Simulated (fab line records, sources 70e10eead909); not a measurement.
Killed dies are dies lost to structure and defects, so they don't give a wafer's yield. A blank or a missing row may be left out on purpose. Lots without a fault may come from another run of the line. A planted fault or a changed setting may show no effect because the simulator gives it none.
Which tool did it? | flow nand_harc | 12 lots, 36 wafers sampled, at 5 steps of a route of 1302

WHAT THE GAUGES READ, wafer by wafer
NHARC_P_M1_CD_MEAS_16.
lot  | measured     | on        | cd_nm (nm)
L548 | day 6 20:07  | cd_sem-03 | 129.9 130.1 129.3
L549 | day 7 00:07  | cd_sem-02 | 129.2 129.0 129.9
L550 | day 7 13:32  | cd_sem-01 | 129.8 130.6 129.5
L551 | day 8 00:27  | cd_sem-03 | 129.6 129.1 129.7
L553 | day 8 18:22  | cd_sem-01 | 129.1 129.9 129.5
L561 | day 12 07:16 | cd_sem-03 | 128.8 129.8 128.8
L563 | day 12 22:14 | cd_sem-03 | 129.5 129.1 129.0
L565 | day 13 11:16 | cd_sem-02 | 129.7 129.9 130.2
L564 | day 13 12:32 | cd_sem-02 | 129.7 130.5 130.1
L567 | day 14 16:48 | cd_sem-01 | 129.8 130.3 129.8
L568 | day 14 20:00 | cd_sem-03 | 129.0 129.4 129.2
L570 | day 15 23:34 | cd_sem-03 | 129.5 129.0 129.0

NHARC_END_SORT_01.
lot  | measured     | on        | defect_limited_yield (%) | killed_at_array | killed_at_other | killed_at_periphery | killed_dies | killed_open | killed_short | sort_bin_2_pct (%) | sort_bin_3_pct (%) | sort_bin_4_pct (%) | sort_n_pass | sort_rim_yield_pct (%) | sort_yield_pct (%)
L553 | day 27 07:42 | prober-02 | 92.0 93.5 93.6           | 45 36 39        | 3 1 2           | 6 7 2               | 54 44 43    | 5 2 2       | 3 1 1        | 1.9 1.9 1.3        | 0.6 0 0.7          | 5.5 4.6 4.3        | 623 633 634 | 87 90 91               | 92.0 93.5 93.6

WHICH TOOL RAN EACH LOT (tool, then ch and the chambers of the sampled wafers, then the start)
lot  | NHARC_P_M1_ANNEAL_31             | NHARC_P_M2_ETCH_15                 | NHARC_P_M2_DEGAS_29
L548 | rtp_anneal-01 ch 0, day 6 21:34  | rie_diel-08 ch 0,2,3, day 7 00:06  | pvd_sputter-03, day 7 00:56
L549 | rtp_anneal-02 ch 0, day 7 01:34  | rie_diel-08 ch 0,1,3, day 7 04:07  | pvd_sputter-02, day 7 04:58
L550 | rtp_anneal-01 ch 0, day 7 15:34  | rie_diel-08 ch 0,2,3, day 7 18:05  | pvd_sputter-01, day 7 18:56
L551 | rtp_anneal-02 ch 0, day 8 01:55  | rie_diel-09 ch 1,2,3, day 8 04:22  | pvd_sputter-02, day 8 05:12
L553 | rtp_anneal-01 ch 0, day 8 19:50  | rie_diel-08 ch 0,1,2, day 8 22:42  | pvd_sputter-01, day 8 23:34
L561 | rtp_anneal-01 ch 0, day 12 08:52 | rie_diel-09 ch 0,1,2, day 12 11:16 | pvd_sputter-02, day 12 12:07
L563 | rtp_anneal-02 ch 0, day 12 23:44 | rie_diel-08 ch 1,3, day 13 02:15   | pvd_sputter-03, day 13 03:07
L565 | rtp_anneal-02 ch 0, day 13 12:46 | rie_diel-09 ch 0,1,3, day 13 15:16 | pvd_sputter-03, day 13 16:06
L564 | rtp_anneal-02 ch 0, day 13 13:59 | rie_diel-08 ch 0,1,3, day 13 16:34 | pvd_sputter-03, day 13 17:24
L567 | rtp_anneal-02 ch 0, day 14 18:15 | rie_diel-08 ch 2,3, day 14 20:48   | pvd_sputter-03, day 14 21:39
L568 | rtp_anneal-02 ch 0, day 14 21:29 | rie_diel-08 ch 2,3, day 15 00:04   | pvd_sputter-01, day 15 00:54
L570 | rtp_anneal-01 ch 0, day 16 01:06 | rie_diel-08 ch 0,1,3, day 16 03:38 | pvd_sputter-01, day 16 04:28
- NHARC_P_M1_ANNEAL_31: time 90 s.
- NHARC_P_M2_ETCH_15: etches the open film in C4F8/Ar, target depth 182.5 nm, time 91.2 s.
- NHARC_P_M2_DEGAS_29: time 60 s.

WHAT THE TOOLS THEMSELVES READ (means of the sampled wafers that have a number; where no wafer has one, the mark that the record gives instead)
NHARC_P_M1_ANNEAL_31.
lot  | tool          | wafer_temp_C_max
L548 | rtp_anneal-01 | 225.96
L549 | rtp_anneal-02 | 225.94
L550 | rtp_anneal-01 | 226.01
L551 | rtp_anneal-02 | 226.10
L553 | rtp_anneal-01 | 225.86
L561 | rtp_anneal-01 | 226.03
L563 | rtp_anneal-02 | 226.17
L565 | rtp_anneal-02 | 226.01
L564 | rtp_anneal-02 | 225.93
L567 | rtp_anneal-02 | 226.24
L568 | rtp_anneal-02 | 226.00
L570 | rtp_anneal-01 | 226.25

NHARC_P_M2_ETCH_15.
lot  | tool        | oes_product_au (a.u.) | rf_vpp_V (V) | run_length_s (s)
L548 | rie_diel-08 | 0.924                 | 441.4        | 112.3
L549 | rie_diel-08 | 0.929                 | 440.7        | 112.5
L550 | rie_diel-08 | 0.929                 | 442.1        | 110.1
L551 | rie_diel-09 | 0.929                 | 440.1        | 112.5
L553 | rie_diel-08 | 0.973                 | 440.0        | 110.2
L561 | rie_diel-09 | 0.932                 | 440.9        | 112.2
L563 | rie_diel-08 | 0.962                 | 440.7        | 112.6
L565 | rie_diel-09 | 0.932                 | 442.2        | 112.1
L564 | rie_diel-08 | 0.957                 | 440.8        | 112.3
L567 | rie_diel-08 | 0.928                 | 443.4        | 112.7
L568 | rie_diel-08 | 0.959                 | 442.8        | 112.8
L570 | rie_diel-08 | 0.975                 | 441.2        | 112.8

NHARC_P_M2_DEGAS_29.
lot  | tool           | heater_power_w (W)
L548 | pvd_sputter-03 | 321
L549 | pvd_sputter-02 | 356
L550 | pvd_sputter-01 | 357
L551 | pvd_sputter-02 | 320
L553 | pvd_sputter-01 | 352
L561 | pvd_sputter-02 | 319
L563 | pvd_sputter-03 | 336
L565 | pvd_sputter-03 | 314
L564 | pvd_sputter-03 | 317
L567 | pvd_sputter-03 | 297
L568 | pvd_sputter-01 | 374
L570 | pvd_sputter-01 | 376

THE ANSWER, worked out from the rows above alone
Rule: what is usual is taken from the lots themselves. Put in order of their means at a reading, lots are off if they are a third of the lots or fewer, leave a main group of 4 or more, and stand apart from it by a gap of 3 or more times the standard deviation of the main group's means; of several such gaps the widest counts. A main group whose means are all the same, to the digits that the tables above print for the reading, isn't used. A lot without any number at a reading at which 4 lots or more have one is off too. The other lots that the step has rows for count as sound. The gauges are gone through in route order, then the tools' own readings, and for those a lot's mean is taken as printed above. The first step at which some lot is off is used, and at that step the reading that is off furthest; a lot without a number counts as furthest.
Off: L550, L553, at NHARC_P_M2_ETCH_15 (run_length_s). The main group: mean 112.5 s, standard deviation 0.24.
A tool fits if, at that step or a process step before it, it ran every lot that is off, and no sound lot after the first of them. None of those tried fits.

WHAT THE SIMULATOR HAD PUT IN
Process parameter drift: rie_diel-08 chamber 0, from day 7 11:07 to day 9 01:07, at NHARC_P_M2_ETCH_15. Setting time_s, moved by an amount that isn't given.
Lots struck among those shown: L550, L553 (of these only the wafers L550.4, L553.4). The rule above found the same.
